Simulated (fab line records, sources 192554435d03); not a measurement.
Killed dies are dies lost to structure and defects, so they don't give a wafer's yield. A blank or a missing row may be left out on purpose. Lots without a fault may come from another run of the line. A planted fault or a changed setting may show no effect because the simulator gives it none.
Chamber matching | flow n5_finfet | N5_STI_FIN_REVEAL_STRIP_24 on rie_diel-01: 4 sister chambers
The step strips in N2/H2, time 90 s. 8 wafers are shown with their chamber, then 8 later ones without.

WAFERS WITH THEIR CHAMBER
wafer  | chamber | showerhead_plenum_p_Torr (Torr) | oes_product_au (a.u.)
L080.6 | 1       | 3.46                            | 0.97
L081.2 | 2       | 3.49                            | 0.76
L082.1 | 2       | 3.49                            | 0.76
L082.4 | 0       | 3.45                            | 0.86
L083.1 | 0       | 3.45                            | 0.85
L083.2 | 3       | 3.51                            | 0.73
L083.4 | 1       | 3.46                            | 0.95
L088.2 | 3       | 3.50                            | 0.73

WAFERS WITHOUT THEIR CHAMBER
wafer  | showerhead_plenum_p_Torr (Torr) | oes_product_au (a.u.)
L088.3 | 3.45                            | 0.90
L088.5 | 3.48                            | 0.73
L090.1 | 3.44                            | 0.90
L090.4 | 3.48                            | 0.73
L090.5 | 3.48                            | 0.73
L092.3 | 3.47                            | 0.73
L092.4 | 3.50                            | 0.72
L092.6 | 3.47                            | 0.73

WHICH CHAMBER EACH WENT THROUGH
wafer  | from the rows above | in truth
L088.3 | 0                   | 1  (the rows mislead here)
L088.5 | 2                   | 2
L090.1 | 0                   | 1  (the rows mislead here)
L090.4 | 2                   | 2
L090.5 | 2                   | 2
L092.3 | 2                   | 2
L092.4 | 3                   | 3
L092.6 | 2                   | 2
Placed correctly: 6 of 8. Can't be placed from these rows: 0. Placed wrongly: 2.
How it was worked out, from the rows above alone: a wafer's distance from a chamber is the root of the sum, over the readings, of the square of ((its reading less the chamber's mean) divided by the reading's scatter). The wafer belongs to the nearest chamber; if the next one is less than 2 further off, it can't be placed. A chamber's mean is the mean of its shown wafers. The scatter: the root of (the sum of the squares of (reading less its chamber's mean) over the shown wafers, divided by (wafers less chambers)).
